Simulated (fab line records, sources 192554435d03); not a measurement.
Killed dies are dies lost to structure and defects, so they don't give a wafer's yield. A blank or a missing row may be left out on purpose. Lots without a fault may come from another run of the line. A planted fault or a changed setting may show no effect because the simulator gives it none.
Which tool did it? | flow n5_finfet | 9 lots, 27 wafers sampled, at 4 steps of a route of 1938

WHAT THE GAUGES READ, wafer by wafer
N5_BEOL_M12_THK_MEAS_01. Usual: M12_ILD_THK 662 nm, standard deviation 10.
lot  | measured     | on            | M12_ILD_THK (nm) | flag
L535 | day 10 09:46 | film_metro-01 | 633 641 663      |
L536 | day 10 11:01 | film_metro-02 | 650 659 663      |
L537 | day 10 14:52 | film_metro-01 | 644 656 660      |
L544 | day 13 06:25 | film_metro-01 | 652 663 666      |
L546 | day 13 16:14 | film_metro-01 | 650 654 667      |
L545 | day 13 17:32 | film_metro-01 | 666 670 678      |
L550 | day 14 03:24 | film_metro-01 | 642 666 654      |
L551 | day 14 07:47 | film_metro-02 | 639 701 665      |
L557 | day 16 07:43 | film_metro-01 | 664 651 666      |

WHICH TOOL RAN EACH LOT (tool, then ch and the chambers of the sampled wafers, then the start)
lot  | N5_BEOL_M11_VIA_ETCH_34            | N5_BEOL_M11_ALD_74                  | N5_BEOL_M12_ILD_DEP_00
L535 | rie_diel-02 ch 0,2,3, day 10 06:06 | ald_metal-03 ch 0,2,3, day 10 07:58 | pecvd-03 ch 0,1,2, day 10 09:37
L536 | rie_diel-02 ch 1,2, day 10 07:56   | ald_metal-03 ch 0,1, day 10 08:54   | pecvd-02 ch 1,2, day 10 10:53
L537 | rie_diel-02 ch 0,1,2, day 10 11:53 | ald_metal-04 ch 0,2,3, day 10 12:58 | pecvd-03 ch 0,1,2, day 10 14:44
L544 | rie_diel-05 ch 1,2,3, day 13 02:07 | ald_metal-03 ch 1,2, day 13 04:24   | pecvd-02 ch 1,2, day 13 06:17
L546 | rie_diel-05 ch 0,1,2, day 13 13:13 | ald_metal-02 ch 1,3, day 13 14:09   | pecvd-03 ch 0,2, day 13 16:06
L545 | rie_diel-06 ch 1,2, day 13 13:17   | ald_metal-03 ch 0,2,3, day 13 14:32 | pecvd-02 ch 0,1, day 13 17:24
L550 | rie_diel-05 ch 1,2, day 13 23:02   | ald_metal-02 ch 2,3, day 14 00:19   | pecvd-03 ch 0,1,2, day 14 03:16
L551 | rie_diel-02 ch 1,2, day 14 04:50   | ald_metal-02 ch 2,3, day 14 05:53   | pecvd-03 ch 0,1, day 14 07:39
L557 | rie_diel-05 ch 0,1,3, day 16 04:38 | ald_metal-02 ch 0,1,3, day 16 05:53 | pecvd-02 ch 0,1,2, day 16 07:35
- N5_BEOL_M11_VIA_ETCH_34: etches SiCOH lowk in C4F6/O2, target depth 184.5 nm, time 69.2 s.
- N5_BEOL_M11_ALD_74: deposits TaN, target thk 2 nm, pulse time 2 s, purge time 3 s.
- N5_BEOL_M12_ILD_DEP_00: deposits SiOC from DEMS/O2, target thk 658.92 nm, time 130.7 s.

WHAT THE TOOLS THEMSELVES READ (means of the sampled wafers that have a number; where no wafer has one, the mark that the record gives instead)
N5_BEOL_M11_VIA_ETCH_34. Usual: drypump_motor_current_A 5.6 A, standard deviation 0.5; oes_product_au 0.78 a.u., standard deviation 0.088; rf_vpp_V 669 V, standard deviation 10; showerhead_plenum_p_Torr 2.90 Torr, standard deviation 0.1; throttle_valve_pct 20.94 %, standard deviation 0.25.
lot  | tool        | drypump_motor_current_A (A) | oes_product_au (a.u.) | rf_vpp_V (V) | showerhead_plenum_p_Torr (Torr) | throttle_valve_pct (%) | flag
L535 | rie_diel-02 | 5.2                         | 0.80                  | 668          | 2.98                            | 21.01                  |
L536 | rie_diel-02 | 5.2                         | 0.94                  | 682          | 3.03                            | 20.80                  |
L537 | rie_diel-02 | 5.3                         | 0.87                  | 671          | 2.99                            | 20.97                  |
L544 | rie_diel-05 | 5.4                         | 0.74                  | 672          | 2.92                            | 21.03                  |
L546 | rie_diel-05 | 5.6                         | 0.73                  | 671          | 2.82                            | 21.13                  |
L545 | rie_diel-06 | 6.1                         | 0.87                  | 658          | 2.84                            | 20.67                  |
L550 | rie_diel-05 | 5.5                         | 0.77                  | 675          | 2.88                            | 21.05                  |
L551 | rie_diel-02 | 5.4                         | 0.90                  | 674          | 3.00                            | 20.92                  |
L557 | rie_diel-05 | 5.8                         | 0.80                  | 677          | 2.93                            | 20.80                  |

N5_BEOL_M11_ALD_74. Usual: heater_power_outer_w 228 W, standard deviation 27; heater_power_w 419 W, standard deviation 42.
lot  | tool         | heater_power_outer_w (W) | heater_power_w (W) | flag
L535 | ald_metal-03 | 252                      | 441                |
L536 | ald_metal-03 | 204                      | 382                |
L537 | ald_metal-04 | 236                      | 413                |
L544 | ald_metal-03 | 230                      | 402                |
L546 | ald_metal-02 | 232                      | 439                |
L545 | ald_metal-03 | 252                      | 436                |
L550 | ald_metal-02 | 237                      | 438                |
L551 | ald_metal-02 | 236                      | 445                |
L557 | ald_metal-02 | 222                      | 415                |

N5_BEOL_M12_ILD_DEP_00. Usual: heater_power_outer_w 251 W, standard deviation 65; heater_power_w 458 W, standard deviation 95; showerhead_plenum_p_Torr 5.699 Torr, standard deviation 0.017; throttle_valve_pct 12.1 %, standard deviation 0.42.
lot  | tool     | heater_power_outer_w (W) | heater_power_w (W) | showerhead_plenum_p_Torr (Torr) | throttle_valve_pct (%) | flag
L535 | pecvd-03 | 267                      | 448                | 5.694                           | 12.5                   |
L536 | pecvd-02 | 181                      | 378                | 5.701                           | 11.8                   |
L537 | pecvd-03 | 223                      | 395                | 5.691                           | 12.4                   |
L544 | pecvd-02 | 187                      | 382                | 5.688                           | 11.8                   |
L546 | pecvd-03 | 187                      | 343                | 5.681                           | 12.4                   |
L545 | pecvd-02 | 276                      | 534                | 5.717                           | 11.8                   |
L550 | pecvd-03 | 258                      | 429                | 5.684                           | 12.5                   |
L551 | pecvd-03 | 276                      | 439                | 5.679                           | 12.5                   |
L557 | pecvd-02 | 216                      | 432                | 5.700                           | 11.8                   |

THE ANSWER, worked out from the rows above alone
Rule: a lot is off if the mean of its wafers that have a number lies more than 3 standard deviations from the usual mean. A lot without any number at a reading at which 4 lots or more have one is off too. The other lots that the step has rows for count as sound. The gauges are gone through in route order, then the tools' own readings, and for those a lot's mean is taken as printed above. The first step at which some lot is off is used, and at that step the reading that is off furthest; a lot without a number counts as furthest.
No lot is off at any reading shown: from this, nothing can be told.

WHAT THE SIMULATOR HAD PUT IN
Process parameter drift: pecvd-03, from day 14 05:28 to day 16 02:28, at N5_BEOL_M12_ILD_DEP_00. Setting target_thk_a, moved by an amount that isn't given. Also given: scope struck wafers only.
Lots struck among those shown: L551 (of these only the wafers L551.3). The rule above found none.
